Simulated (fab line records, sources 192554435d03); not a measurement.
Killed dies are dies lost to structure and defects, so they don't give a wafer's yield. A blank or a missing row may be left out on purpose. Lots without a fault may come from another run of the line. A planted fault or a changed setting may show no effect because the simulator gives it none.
A struck lot beside a sound one | flow n5_finfet | 41 steps out of a route of 1938
Sound: wafers L733.1, L733.3, L733.5. Struck: wafer L729.5. (L729.3 of the same lot was not struck and is left out.) The cause comes at the end.
At each step with rows: each side's tool, then ch and its chambers, then its first start. Under that, the readings that differ: sound wafers | struck wafers | difference of the means | sigmas: that difference in standard deviations of wafers without a fault.
alike: readings whose means differ by less than 2 such deviations, and words and numbers that are the same on both sides. not compared: withheld readings, readings that some wafer has no value for, bounds like >300 that may hide the same value, and numbers for which the record gives no deviation and whose values overlap.
The two part at a step that has a row with sigmas, a row that says differs or no value, or rows on one side only. Numbers that don't overlap but have no deviation are shown without sigmas and don't part them. A reading that every wafer of one side lacks parts them only if that side has two wafers or more.

first, 11 steps without rows for these wafers: N5_GATE_CUT_ETCHBACK_00 (etches W in SF6/Cl2); N5_GATE_CUT_ETCH_56 (etches TiN in Cl2/Ar, target depth 21.6 nm); N5_GATE_CUT_ETCHBACK_30 (etches TiN in Cl2/Ar, target depth 3 nm); N5_GATE_CUT_VAPOR_ETCH_60 (etches HfO2 in BCl3/Cl2); N5_GATE_CUT_ETCH_58 (etches SiNx in CH3F/O2, target depth 17 nm, time 128.6 s); N5_GATE_CUT_STRIP_59 (strips in N2/H2, time 20 s); N5_GATE_CUT_PRECLEAN_31 (cleans in DIW, time 300 s); N5_GATE_CUT_SRD_32 (time 30 s); N5_GATE_CUT_SAC_CAP_01 (material SiNx, target thk 24 nm, pulse time 1 s, ald cycles 480); N5_GATE_CUT_PECVD_57 (deposits SiNx from SiH4/NH3/N2, target thk 21 nm); N5_GATE_CUT_CMP_02 (polishes, stops on SiO2, t overpolish 12.7 s, target thk 0 nm).
N5_GATE_CUT_HM_DEP_46: deposits SiO2 from TEOS/O2, target thk 130 nm, time 26.6 s.
  sound on pecvd-02 ch 0,1, day 9 09:21; struck on pecvd-03 ch 0, day 8 03:26
  reading                                      | sound           | struck | difference | sigmas
  heater_power_w (W)                           | 657 539 536     | 457    | -120       | -2
  model.SiO2_of_GATE_CUT_HM_DEP_46.thk_nm (nm) | 128.4 127 131.2 | 41.2   | -87.7      |
  alike: showerhead_plenum_p_Torr, showerhead_vpp_V, throttle_valve_pct
then, 15 steps without rows for these wafers: N5_GATE_CUT_COAT_34 (time 60 s, resist thk 60 nm); N5_GATE_CUT_COAT_35 (time 60 s, resist thk 10 nm); N5_GATE_CUT_COAT_27 (time 60 s, resist thk 10 nm); N5_GATE_CUT_COAT_07 (resist thk 30 nm); N5_GATE_CUT_EBR_09; N5_GATE_CUT_SOFTBAKE_08 (time 60 s); N5_GATE_CUT_EXPOSE_10 (exposes mask GATE CUT, target cd 20 nm); N5_GATE_CUT_PEB_11 (peb time 60 s); N5_GATE_CUT_DEVELOP_12 (develop time 30 s); N5_GATE_CUT_DESCUM_18 (chemistry O2, time 7 s); N5_GATE_CUT_ETCH_28 (etches underlayer in N2/H2, target depth 13 nm, time 10.4 s); N5_GATE_CUT_ETCH_36 (etches SiARC in CF4, target depth 13 nm, time 21.7 s); N5_GATE_CUT_ETCH_37 (etches SOC in N2/H2, target depth 60 nm, overetch 12 nm, time 90 s); N5_GATE_CUT_STRIP_38 (strips in N2/H2); N5_GATE_CUT_STRIP_39 (strips in N2/H2).
N5_GATE_CUT_HM_OPEN_40: chemistry C4F6/O2, target SiO2, target depth 139 nm, time 85.1 s.
  sound on rie_diel-05 ch 1,3, day 9 10:22; struck on rie_diel-04 ch 0, day 8 04:26
  reading                                   | sound             | struck | difference | sigmas
  etch_rf_on_time_s (s)                     | 92.6 92.2 95.1    | 29.9   | -63.4      | -28
  model.etch.depth_nm (nm)                  | 128.4 127.1 131.2 | 41.15  | -87.75     |
  model.SOC_of_GATE_CUT_COAT_34.thk_nm (nm) | 33.4 33.4 32.6    | 51.4   | +18.3      |
  alike: bias_w, drypump_motor_current_A, oes_product_au, rf_vpp_V, showerhead_plenum_p_Torr, throttle_valve_pct
  not compared: rf_hours_counter_h, model.GATE_CUT.cd_nm
then, 2 steps without rows for these wafers: N5_GATE_CUT_STRIP_41 (strips in CF4); N5_GATE_CUT_STRIP_42 (strips in O2).
N5_GATE_CUT_ETCH_19: etches SiNx in CH3F/O2, target depth 53.7 nm, time 76.7 s.
  sound on rie_diel-05 ch 1,3, day 9 10:29; struck on rie_diel-04 ch 0, day 8 04:34
  alike: bias_w, drypump_motor_current_A, etch_rf_on_time_s, oes_product_au, rf_vpp_V, showerhead_plenum_p_Torr, throttle_valve_pct
  not compared: rf_hours_counter_h, model.GATE_CUT.cd_nm
then, 7 steps without rows for these wafers: N5_GATE_CUT_CUT_ETCH_53 (etches W in SF6/Cl2, target depth 79.2 nm); N5_GATE_CUT_CUT_ETCH_54 (etches TiN in Cl2/BCl3, target depth 96.7 nm); N5_GATE_CUT_CUT_ETCH_55 (etches HfO2 in BCl3, target depth 3.2 nm); N5_GATE_CUT_ETCH_47 (etches SiO2 in Cl2/BCl3, target depth 10 nm); N5_GATE_CUT_VAPOR_ETCH_48 (etches TiN in BCl3/Cl2); N5_GATE_CUT_VAPOR_ETCH_49 (etches TiAlC in BCl3/Cl2); N5_GATE_CUT_VAPOR_ETCH_51 (etches HfO2 in BCl3/Cl2).
N5_GATE_CUT_THK_MEAS_24:
  sound on film_metro-02, day 9 13:31; struck on film_metro-02, day 8 06:54
  reading          | sound             | struck | difference | sigmas
  GC_FILL_THK (nm) | 219.2 216.1 220.7 | 130.9  | -87.8      | -38
N5_GATE_CUT_CMP_43: polishes SiO2.
  sound on cmp-04 ch 1,2,3, day 9 13:43; struck on cmp-03 ch 0, day 8 06:55
  reading                                      | sound   | struck | difference | sigmas
  model.SiO2_of_GATE_CUT_HM_DEP_46.thk_nm (nm) | 5 4.8 5 | 0.8    | -4.1       |
  alike: motor_current_A
-- the record jumps here: 3 days lie between the struck wafers' starts before and after (it left off in module GATE_CUT and takes up again in module BEOL_M4, whose first step shown is number 1111 of the route) --
N5_BEOL_M4_RC_MEAS_101:
  sound on prober-02 ch 0, day 12 18:47; struck on prober-01 ch 0, day 11 15:35
  alike: DIBL_N, DIBL_P, IOFF_N, IOFF_P, ION_N, ION_P, SS_N, SS_P, VT_N, VT_P

WHERE THEY PART
First at N5_GATE_CUT_HM_DEP_46; last, within this record, at N5_GATE_CUT_THK_MEAS_24. Later steps at which nothing parts them and some readings are alike: N5_GATE_CUT_CMP_43, N5_BEOL_M4_RC_MEAS_101.

WHY: what the simulator had put in
Process parameter drift: pecvd-03, from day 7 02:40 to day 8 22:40, at N5_GATE_CUT_HM_DEP_46. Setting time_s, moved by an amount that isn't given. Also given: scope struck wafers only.
